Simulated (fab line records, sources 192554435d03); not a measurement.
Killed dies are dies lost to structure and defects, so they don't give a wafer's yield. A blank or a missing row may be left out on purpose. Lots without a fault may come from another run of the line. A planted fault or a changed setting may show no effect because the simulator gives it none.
Chamber matching | flow n5_finfet | N5_MIM_TOP_ALD_00 on ald_hk-01: 4 sister chambers
The step deposits Al2O3, purge time 3 s, co reactant pulse time 3 s. 4 wafers are shown with their chamber, then 6 later ones without.

WAFERS WITH THEIR CHAMBER
wafer  | chamber | precursor_pulse_height_rel
L905.1 | 1       | 0.986
L905.6 | 2       | 0.973
L914.5 | 0       | 1.006
L914.6 | 3       | 1.019

WAFERS WITHOUT THEIR CHAMBER
wafer  | precursor_pulse_height_rel
L917.1 | 1.015
L917.3 | 0.977
L917.4 | 1.009
L919.1 | 1.016
L919.2 | 1.019
L919.3 | 1.039

WHICH CHAMBER EACH WENT THROUGH
wafer  | from the rows above     | in truth
L917.1 | can't be placed: 3 or 0 | 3
L917.3 | can't be placed: 2 or 1 | 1
L917.4 | can't be placed: 0 or 3 | 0
L919.1 | can't be placed: 3 or 0 | 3
L919.2 | can't be placed: 3 or 0 | 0
L919.3 | can't be placed: 3 or 0 | 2
Placed correctly: 0 of 6. Can't be placed from these rows: 6 (the true chamber is among the candidates in 5). Placed wrongly: 0.
How it was worked out, from the rows above alone: a wafer's distance from a chamber is the root of the sum, over the readings, of the square of ((its reading less the chamber's mean) divided by the reading's scatter). The wafer belongs to the nearest chamber; if the next one is less than 2 further off, it can't be placed. A chamber's mean is the mean of its shown wafers. The scatter: with one shown wafer a chamber, the root of the mean of the squares of how far each hidden wafer lies from its nearest shown one.
